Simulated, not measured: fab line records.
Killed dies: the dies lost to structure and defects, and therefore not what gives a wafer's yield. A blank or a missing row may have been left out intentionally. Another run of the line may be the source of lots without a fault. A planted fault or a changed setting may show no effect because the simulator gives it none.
Matching of chambers	flow nandHarc	rieDiel-07 running NHARC_P_M2_STRIP_18: 4 sister chambers
The step strips in N2/H2. 18 wafers are shown with their chamber, then 9 later ones without.

## EACH WAFER AND ITS CHAMBER
wafer	chamber	drypumpMotorCurrentA (A)	oesProductAu (a.u.)	rfVppV (V)
L080.1	0	6.7	0.978	89.6
L080.4	1	6.0	0.980	90.8
L080.6	0	6.8	0.971	91.7
L083.1	2	6.0	0.990	90.7
L083.2	3	6.0	1.001	90.8
L083.3	0	6.8	0.991	90.8
L084.3	2	6.0	0.999	90.4
L084.4	0	6.7	0.994	90.7
L084.5	2	6.0	0.991	89.3
L085.1	1	5.9	0.998	90.1
L085.2	3	5.9	0.996	91.5
L085.6	0	6.8	0.983	91.3
L087.3	2	6.0	0.999	90.0
L087.5	0	6.8	0.971	90.3
L087.6	1	5.9	0.997	89.9
L088.1	1	5.9	0.995	89.1
L088.4	3	6.0	1.000	92.9
L088.5	2	6.0	1.003	89.5

SIGNATURES (means of the wafers above)
reading	chamber 0	chamber 1	chamber 2	chamber 3	scatter within a chamber
drypumpMotorCurrentA	6.767	5.925	6.000	5.967	0.0443
oesProductAu	0.98133	0.99250	0.99640	0.99900	0.00773
rfVppV	90.733	89.975	89.980	91.733	0.75
Rule: for each reading, subtract the chamber's mean from the wafer's reading, divide by that reading's scatter and square the result; add these up over the readings and take the root, which gives the wafer's distance from the chamber. The wafer belongs to the nearest chamber; if the next one is less than 2 further off, it can't be placed. The scatter: the root of (the sum of the squares of (reading less its chamber's mean) over the shown wafers, divided by (wafers less chambers)).

## WAFERS WITHOUT THEIR CHAMBER
wafer	drypumpMotorCurrentA (A)	oesProductAu (a.u.)	rfVppV (V)
L092.2	6.0	0.999	89.8
L092.5	6.0	1.007	89.7
L092.6	6.0	0.999	91.5
L093.1	6.0	0.997	90.9
L093.2	6.8	1.003	91.6
L093.4	6.0	0.989	89.6
L096.2	5.9	1.003	90.7
L096.3	6.0	0.992	90.5
L096.5	5.9	0.999	91.6

## CHAMBER TAKEN BY EACH
wafer	from the rows above	in truth
L092.2	can't be placed: 2 or 1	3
L092.5	can't be placed: 2 or 1 or 3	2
L092.6	can't be placed: 3 or 2 or 1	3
L093.1	can't be placed: 2 or 3 or 1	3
L093.2	0	0
L093.4	can't be placed: 2 or 1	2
L096.2	can't be placed: 1 or 3 or 2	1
L096.3	can't be placed: 2 or 1 or 3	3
L096.5	can't be placed: 3 or 1 or 2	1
Correctly placed: 1 of 9. Can't be placed from these rows: 8 (the true chamber is among the candidates in 7). Number placed wrongly: 0.
